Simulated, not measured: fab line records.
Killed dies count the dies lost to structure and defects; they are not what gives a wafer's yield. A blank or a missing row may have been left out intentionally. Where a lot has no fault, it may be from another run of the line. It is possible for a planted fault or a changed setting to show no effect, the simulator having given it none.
A lot that was struck, set against a sound lot ; flow n5Finfet ; 15 steps out of a route of 1938
Sound: wafers L652.1, L652.4, L652.5. The struck wafers were L657.2, L657.3, L657.5. The cause comes at the end.
At each step with rows: each side's tool, then ch and its chambers, then its first start. Under that, the readings that differ: sound wafers ; struck wafers ; difference of the means ; sigmas: that difference in standard deviations of wafers without a fault.
alike: readings whose means differ by less than 2 such deviations, and words and numbers that are the same on both sides. not compared: withheld readings, readings that some wafer has no value for, bounds like >300 that may hide the same value, and numbers for which the record gives no deviation and whose values overlap.
A row with sigmas, a row that says differs or no value, or rows on one side alone: a step with any of these is where the two part. Numbers that have no deviation but don't overlap get no sigmas and don't part them. Lack of a reading on every wafer of one side parts them only where that side has two or more wafers.

first, 8 steps without rows for these wafers: N5_BEOL_M5_COAT_60 (time 60 s, resist thk 12 nm); N5_BEOL_M5_COAT_71 (time 60 s, resist thk 5 nm); N5_BEOL_M5_COAT_05 (resist thk 30 nm); N5_BEOL_M5_EBR_07; N5_BEOL_M5_SOFTBAKE_06 (time 60 s); N5_BEOL_M5_EXPOSE_08 (exposes mask M5, target cd 28 nm); N5_BEOL_M5_PEB_09 (peb time 60 s); N5_BEOL_M5_DEVELOP_10 (develop time 30 s).
N5_BEOL_M5_CD_MEAS_11 targets a cd of 27.74 nm.
  sound on cdSem-01 ch 0, day 10 01:54; struck on cdSem-02 ch 0, day 10 21:50
  alike: cdNm
N5_BEOL_M5_OVL_MEAS_12:
  sound on overlay-02 ch 0, day 10 01:56; struck on overlay-02 ch 0, day 10 21:52
  alike: M5_OVL
N5_BEOL_M5_INSPECT_13: inspects for defects (brightfield).
  sound on defectInspect-02, day 10 01:59; struck on defectInspect-01, day 10 21:56
  alike: rawDefectCount
N5_BEOL_M5_DESCUM_16: chemistry O2, time 7 s.
  sound on rieDiel-03 ch 0,1,2, day 10 02:02; struck on rieDiel-05 ch 1,2, day 10 22:07
  alike: drypumpMotorCurrentA, oesProductAu, rfVppV, showerheadPlenumPTorr, throttleValvePct
  not compared: rfHoursCounterH
N5_BEOL_M5_ETCH_72: etches underlayer in N2/H2, target depth 6.5 nm, time 5.2 s.
  sound on rieDiel-03 ch 0,1,2, day 10 02:04; struck on rieDiel-05 ch 1,2, day 10 22:09
reading;sound;struck;difference;sigmas
etchRfOnTimeS (s);5.64 5.12 5.09;4.42 4.50 4.49;-0.81;-5
rfFwdPowerW (W);819.2 816.6 820.9;1017.7 1023.4 1022.2;+202.2;+92
rfVppV (V);526.1 524.4 524.6;489.6 482.9 483.9;-39.6;-15
  alike: biasW, drypumpMotorCurrentA, oesProductAu, showerheadPlenumPTorr, throttleValvePct
  not compared: rfHoursCounterH
N5_BEOL_M5_ETCH_61: etches SiARC in CF4, target depth 15.6 nm, time 26 s.
  sound on rieDiel-03 ch 0,1,2, day 10 02:05; struck on rieDiel-05 ch 1,2, day 10 22:10
reading;sound;struck;difference;sigmas
rfVppV (V);184.7 185.8 184.2;182.9 181.9 182.0;-2.6;-2
throttleValvePct (%);15.32 15.33 15.47;16.00 15.97 15.98;+0.61;+2
  alike: biasW, drypumpMotorCurrentA, etchRfOnTimeS, oesProductAu, rfFwdPowerW, showerheadPlenumPTorr
  not compared: rfHoursCounterH
-- the record jumps here: 5 days lie between the struck wafers' starts before and after (it left off in module BEOL_M5 and takes up again in module PASSIVATION, whose first step shown is number 1936 of the route) --
N5_PASSIVATION_PROBE_49:
  the record has rows for the struck wafers here (prober-01, day 15 14:37) and none for the sound ones

== WHERE THEY PART ==
First at N5_BEOL_M5_ETCH_72; last, within this record, at N5_PASSIVATION_PROBE_49.

WHY: whatever the simulator had introduced
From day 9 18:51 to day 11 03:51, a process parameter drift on rieDiel-05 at N5_BEOL_M5_ETCH_72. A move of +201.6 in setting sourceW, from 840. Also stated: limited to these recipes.
